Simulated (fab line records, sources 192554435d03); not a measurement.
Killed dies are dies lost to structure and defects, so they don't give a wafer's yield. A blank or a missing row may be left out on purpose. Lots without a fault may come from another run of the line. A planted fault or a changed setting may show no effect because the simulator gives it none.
Which tool did it? | flow n5_finfet | 12 lots, 36 wafers sampled, at 3 steps of a route of 1938

WHAT THE GAUGES READ, wafer by wafer
N5_BEOL_M9_THK_MEAS_53: measures by xrf.
lot  | measured     | on            | M9_THK (nm)
L075 | day 11 11:00 | film_metro-01 | 141 141 138
L078 | day 11 18:55 | film_metro-02 | 143 145 142
L079 | day 12 07:23 | film_metro-02 | 137 136 138
L081 | day 12 16:04 | film_metro-02 | 141 137 140
L083 | day 13 14:45 | film_metro-01 | 137 140 138
L086 | day 13 21:16 | film_metro-01 | 143 141 142
L087 | day 14 11:02 | film_metro-02 | 141 138 138
L089 | day 15 05:40 | film_metro-01 | 143 144 137
L093 | day 15 11:17 | film_metro-02 | 140 135 142
L092 | day 16 02:12 | film_metro-02 | 142 133 135
L096 | day 17 00:51 | film_metro-02 | 140 139 144
L097 | day 17 03:07 | film_metro-02 | 137 136 134

WHICH TOOL RAN EACH LOT (tool, then ch and the chambers of the sampled wafers, then the start)
lot  | N5_BEOL_M9_STRIP_80                           | N5_BEOL_M9_SURFACE_TREAT_79
L075 | rie_diel-01 ch 0,1,3, day 11 09:01 or earlier | pvd_sputter-03, day 11 09:01
L078 | rie_diel-03 ch 1,2,3, day 11 17:38 or earlier | pvd_sputter-03, day 11 17:38
L079 | rie_diel-01 ch 0,2,3, day 12 06:17 or earlier | pvd_sputter-01, day 12 06:17
L081 | rie_diel-06 ch 0,3, day 12 14:45 or earlier   | pvd_sputter-03, day 12 14:45
L083 | rie_diel-03 ch 0,2,3, day 13 11:00 or earlier | pvd_sputter-01, day 13 11:00
L086 | rie_diel-03 ch 0,2,3, day 13 17:36 or earlier | pvd_sputter-03, day 13 17:36
L087 | rie_diel-03 ch 0,3, day 14 10:02 or earlier   | pvd_sputter-02, day 14 10:02
L089 | rie_diel-06 ch 1,2, day 15 04:36 or earlier   | pvd_sputter-02, day 15 04:36
L093 | rie_diel-01 ch 2,3, day 15 10:16 or earlier   | pvd_sputter-02, day 15 10:16
L092 | rie_diel-06 ch 0,3, day 16 00:54 or earlier   | pvd_sputter-02, day 16 00:54
L096 | rie_diel-03 ch 0,1,3, day 16 22:55 or earlier | pvd_sputter-03, day 16 22:55
L097 | rie_diel-01 ch 0,2, day 17 01:31 or earlier   | pvd_sputter-02, day 17 01:31
- N5_BEOL_M9_STRIP_80: strips in N2/H2, time 10 s.
- N5_BEOL_M9_SURFACE_TREAT_79

THE ANSWER, worked out from the rows above alone
Rule: what is usual is taken from the lots themselves. Put in order of their means at a reading, lots are off if they are a third of the lots or fewer, leave a main group of 4 or more, and stand apart from it by a gap of 3 or more times the standard deviation of the main group's means; of several such gaps the widest counts. A main group whose means are all the same, to the digits that the tables above print for the reading, isn't used. A lot without any number at a reading at which 4 lots or more have one is off too. The other lots that the step has rows for count as sound.
No lot is off at any reading shown: from this, nothing can be told.

WHAT THE SIMULATOR HAD PUT IN
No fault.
